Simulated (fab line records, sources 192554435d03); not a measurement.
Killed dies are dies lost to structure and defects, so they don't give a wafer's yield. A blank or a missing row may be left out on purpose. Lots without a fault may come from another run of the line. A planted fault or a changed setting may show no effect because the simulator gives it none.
A struck lot beside a sound one | flow n5_finfet | 25 steps out of a route of 1938
Sound: wafers L258.3, L258.4, L258.6. Struck: wafers L270.1, L270.3, L270.5. The cause comes at the end.
At each step with rows: each side's tool, then ch and its chambers, then its first start. Under that, the readings that differ: sound wafers | struck wafers | difference of the means | sigmas: that difference in standard deviations of wafers without a fault.
alike: readings whose means differ by less than 2 such deviations, and words and numbers that are the same on both sides. not compared: withheld readings, readings that some wafer has no value for, bounds like >300 that may hide the same value, and numbers for which the record gives no deviation and whose values overlap.
The two part at a step that has a row with sigmas, a row that says differs or no value, or rows on one side only. Numbers that don't overlap but have no deviation are shown without sigmas and don't part them. A reading that every wafer of one side lacks parts them only if that side has two wafers or more.

N5_BEOL_M8_INSPECT_13: inspects for defects (brightfield).
  sound on defect_inspect-02, day 9 17:22; struck on defect_inspect-02, day 12 06:27
  alike: raw_defect_count
then, 1 step without rows for these wafers: N5_BEOL_M8_DESCUM_16 (chemistry O2, time 7.9 s).
N5_BEOL_M8_ETCH_61: etches SiARC in CF4, target depth 45.5 nm, time 75.8 s.
  sound on rie_diel-02 ch 2,3, day 9 17:25; struck on rie_diel-03 ch 0,1,3, day 12 06:34
  alike: drypump_motor_current_A, etch_rf_on_time_s, mfc_ar_sccm, oes_product_au, rf_vpp_V, showerhead_plenum_p_Torr, throttle_valve_pct
  not compared: rf_hours_counter_h
N5_BEOL_M8_ETCH_62: etches SOC in N2/H2, target depth 110 nm, overetch 22 nm, time 165 s.
  sound on rie_diel-02 ch 2,3, day 9 17:29; struck on rie_diel-03 ch 0,1,3, day 12 06:37
  alike: drypump_motor_current_A, oes_product_au, rf_vpp_V, showerhead_plenum_p_Torr, throttle_valve_pct
  not compared: rf_hours_counter_h
then, 1 step without rows for these wafers: N5_BEOL_M8_STRIP_68 (strips in N2/H2).
N5_BEOL_M8_STRIP_67: strips in CF4.
  sound on rie_diel-02 ch 2,3, day 9 17:38; struck on rie_diel-03 ch 0,1,3, day 12 06:46
  alike: drypump_motor_current_A, oes_product_au, rf_vpp_V, showerhead_plenum_p_Torr, throttle_valve_pct
  not compared: rf_hours_counter_h
N5_BEOL_M8_HM_OPEN_17: chemistry Cl2/BCl3, target TiN, target depth 20 nm, overetch 6 nm.
  sound on rie_metal-02 ch 0,1, day 9 17:42; struck on rie_metal-03 ch 0,1, day 12 06:48
  alike: drypump_motor_current_A, mfc_ar_sccm, oes_product_au, throttle_valve_pct
  not compared: rf_hours_counter_h
N5_BEOL_M8_STRIP_19: strips in O2.
  sound on rie_diel-06 ch 1,2, day 9 17:47; struck on rie_diel-03 ch 1,2, day 12 06:55
  reading                         | sound          | struck         | difference | sigmas
  showerhead_plenum_p_Torr (Torr) | 2.13 2.04 2.04 | 2.25 2.21 2.25 | +0.17      | +2
  alike: drypump_motor_current_A, oes_product_au, rf_vpp_V, throttle_valve_pct
  not compared: rf_hours_counter_h
N5_BEOL_M8_CD_MEAS_18: pitch 80 nm, target cd 40 nm.
  sound on cd_sem-03, day 9 17:51; struck on cd_sem-01, day 12 06:59
  alike: cd_nm
then, 3 steps without rows for these wafers: N5_BEOL_M8_COAT_63 (time 60 s, resist thk 60 nm); N5_BEOL_M8_COAT_64 (time 60 s, resist thk 12 nm); N5_BEOL_M8_COAT_71 (time 60 s, resist thk 5 nm).
N5_BEOL_M8_COAT_22: resist thk 30 nm.
  sound on litho_track-02 ch 0, day 9 20:02; struck on litho_track-04 ch 0, day 12 07:02
  reading                                      | sound                | struck               | difference | sigmas
  spin_speed_rpm (rpm)                         | 1501.6 1500.4 1500.9 | 1411.9 1413.2 1412.5 | -88.4      | -74
  model.CAR-EUV_of_BEOL_M8_COAT_22.thk_nm (nm) | 30 30 30.2           | 31 30.8 31           | +1         |
then, 5 steps without rows for these wafers: N5_BEOL_M8_EBR_24; N5_BEOL_M8_SOFTBAKE_23 (time 60 s); N5_BEOL_M8_EXPOSE_25 (exposes mask V7, target cd 40 nm); N5_BEOL_M8_PEB_26 (peb time 60 s); N5_BEOL_M8_DEVELOP_27 (develop time 30 s).
N5_BEOL_M8_CD_MEAS_28: target cd 40 nm.
  sound on cd_sem-01 ch 0, day 9 20:26; struck on cd_sem-03 ch 0, day 12 07:25
  alike: cd_nm
N5_BEOL_M8_OVL_MEAS_29:
  sound on overlay-01 ch 0, day 9 20:28; struck on overlay-01 ch 0, day 12 07:26
  alike: V7_OVL
N5_BEOL_M8_INSPECT_30: inspects for defects (brightfield).
  sound on defect_inspect-02, day 9 20:31; struck on defect_inspect-02, day 12 07:30
  alike: raw_defect_count
then, 2 steps without rows for these wafers: N5_BEOL_M8_DESCUM_33 (chemistry O2, time 7 s); N5_BEOL_M8_ETCH_72 (etches underlayer in N2/H2, target depth 6.5 nm, time 5.2 s).
N5_BEOL_M8_ETCH_65: etches SiARC in CF4, target depth 15.6 nm, time 26 s.
  sound on rie_diel-06 ch 0,2,3, day 9 20:36; struck on rie_diel-02 ch 1,2, day 12 07:40
  reading                                      | sound      | struck       | difference | sigmas
  model.CAR-EUV_of_BEOL_M8_COAT_22.thk_nm (nm) | 11 11 11.2 | 12.2 12 12.2 | +1.1       |
  alike: drypump_motor_current_A, etch_rf_on_time_s, mfc_ar_sccm, oes_product_au, rf_vpp_V, showerhead_plenum_p_Torr, throttle_valve_pct
  not compared: rf_hours_counter_h
then, 1 step without rows for these wafers: N5_BEOL_M8_ETCH_66 (etches SOC in N2/H2, target depth 80 nm, overetch 16 nm, time 120 s).

WHERE THEY PART
First at N5_BEOL_M8_STRIP_19; last, within this record, at N5_BEOL_M8_COAT_22. Later steps at which nothing parts them and some readings are alike: N5_BEOL_M8_CD_MEAS_28, N5_BEOL_M8_OVL_MEAS_29, N5_BEOL_M8_INSPECT_30, N5_BEOL_M8_ETCH_65.

WHY: what the simulator had put in
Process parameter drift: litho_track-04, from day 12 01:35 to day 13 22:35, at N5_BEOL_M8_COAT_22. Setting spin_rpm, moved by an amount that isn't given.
